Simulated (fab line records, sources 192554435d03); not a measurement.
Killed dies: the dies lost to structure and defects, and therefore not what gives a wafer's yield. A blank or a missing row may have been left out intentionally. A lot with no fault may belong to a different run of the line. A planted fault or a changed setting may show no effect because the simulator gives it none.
Which of the tools did it? -- flow n5-finfet -- 11 lots with 33 wafers sampled at 3 steps, on a route of 1938 steps

WHAT EACH GAUGE READ, for each wafer
N5_ILD0_THK_MEAS_04. Usual: thk-nm reads 197.3 nm (standard deviation 1).
lot,measured,on,thk-nm (nm),flag
L331,day 3 17:35,film-metro-01,196.1 197.3 196.8,
L333,day 4 09:20,film-metro-02,197.3 197.9 198.4,
L334,day 4 15:14,film-metro-02,196.1 196.9 198.4,
L337,day 5 12:52,film-metro-02,197.5 195.9 196.6,
L340,day 6 00:59,film-metro-02,197.2 197.5 198.1,
L341,day 6 16:29,film-metro-02,197.4 196.6 197.2,
L343,day 6 22:27,film-metro-01,199.3 197.6 197.1,
L345,day 7 08:28,film-metro-01,196.9 197.5 197.7,
L344,day 7 13:59,film-metro-01,197.0 199.3 196.5,
L349,day 8 09:37,film-metro-01,196.0 196.4 197.6,
L352,day 9 01:26,film-metro-02,198.3 198.2 198.3,

N5_ILD0_INSPECT_06: inspects for defects (darkfield). Usual: raw-defect-count reads 39 (standard deviation 19).
lot,measured,on,raw-defect-count,flag
L331,day 3 21:09,defect-inspect-01,27 12 24,
L333,day 4 12:54,defect-inspect-02,14 45 25,
L334,day 4 19:04,defect-inspect-01,31 27 30,
L337,day 5 16:37,defect-inspect-01,26 34 24,
L340,day 6 04:32,defect-inspect-01,30 16 25,
L341,day 6 20:06,defect-inspect-02,20 20 31,
L343,day 7 02:01,defect-inspect-01,47 45 41,
L345,day 7 12:02,defect-inspect-01,39 53 36,
L344,day 7 17:32,defect-inspect-02,42 50 26,
L349,day 8 13:34,defect-inspect-02,77 33 49,
L352,day 9 05:00,defect-inspect-02,64 22 30,

WHICH TOOL RAN EACH LOT (tool, then ch and the chambers of the sampled wafers, then the start)
lot,N5_SD_ACTIVATION_RTA_00
L331,"rtp-anneal-02 ch 0, day 3 14:10"
L333,"rtp-anneal-01 ch 0, day 4 05:52"
L334,"rtp-anneal-01 ch 0, day 4 11:50"
L337,"rtp-anneal-02 ch 0, day 5 05:29"
L340,"rtp-anneal-01 ch 0, day 5 21:30"
L341,"rtp-anneal-01 ch 0, day 6 13:02"
L343,"rtp-anneal-02 ch 0, day 6 18:40"
L345,"rtp-anneal-02 ch 0, day 7 05:02"
L344,"rtp-anneal-01 ch 0, day 7 10:32"
L349,"rtp-anneal-02 ch 0, day 8 06:11"
L352,"rtp-anneal-01 ch 0, day 8 21:40"
- N5_SD_ACTIVATION_RTA_00: time 0 s.

AS READ BY THE TOOLS THEMSELVES (means over the sampled wafers that have a number; for cases with no such wafer, the mark the record gives instead)
N5_SD_ACTIVATION_RTA_00. Usual: lamp-power-pct 8.97 %, standard deviation 0.05; lamp_zone_3_pct 8.950 %, standard deviation 0.024; lamp_zone_5_pct 8.956 %, standard deviation 0.022; lamp_zone_6_pct 8.880 %, standard deviation 0.021; wafer_temp_C_max 974.8, standard deviation 1.9.
lot,tool,lamp-power-pct (%),lamp_zone_3_pct (%),lamp_zone_5_pct (%),lamp_zone_6_pct (%),wafer_temp_C_max,flag
L331,rtp-anneal-02,9.01,8.953,8.944,8.873,976.0,
L333,rtp-anneal-01,8.94,8.969,8.954,8.875,974.5,
L334,rtp-anneal-01,8.98,8.954,8.949,8.883,976.8,
L337,rtp-anneal-02,8.99,8.962,8.966,8.862,975.3,
L340,rtp-anneal-01,9.00,8.938,8.962,8.885,975.0,
L341,rtp-anneal-01,8.93,8.978,8.969,8.865,976.6,
L343,rtp-anneal-02,8.98,8.957,8.967,8.877,974.7,
L345,rtp-anneal-02,8.95,8.950,8.946,8.869,973.2,
L344,rtp-anneal-01,8.97,8.924,8.949,8.883,975.7,
L349,rtp-anneal-02,8.97,8.936,8.962,8.888,974.8,
L352,rtp-anneal-01,8.94,8.946,8.954,8.879,974.5,

THE ANSWER, worked out from the rows above alone
Rule: lot off if the mean of its wafers having a number is beyond 3 standard deviations from the usual mean. Also off: a lot with no number at a reading for which 4 or more lots have one. Where the step has rows for the other lots, those lots are counted as sound. Order of review: gauges by route order, followed by the tools' own readings, for which a lot's mean as printed above is used. At the first step where some lot is off, the reading lying furthest off is the one used; lots without a number count as furthest.
No lot is off on any of the readings shown, so nothing can be concluded from this.

WHAT THE SIMULATOR HAD INSERTED
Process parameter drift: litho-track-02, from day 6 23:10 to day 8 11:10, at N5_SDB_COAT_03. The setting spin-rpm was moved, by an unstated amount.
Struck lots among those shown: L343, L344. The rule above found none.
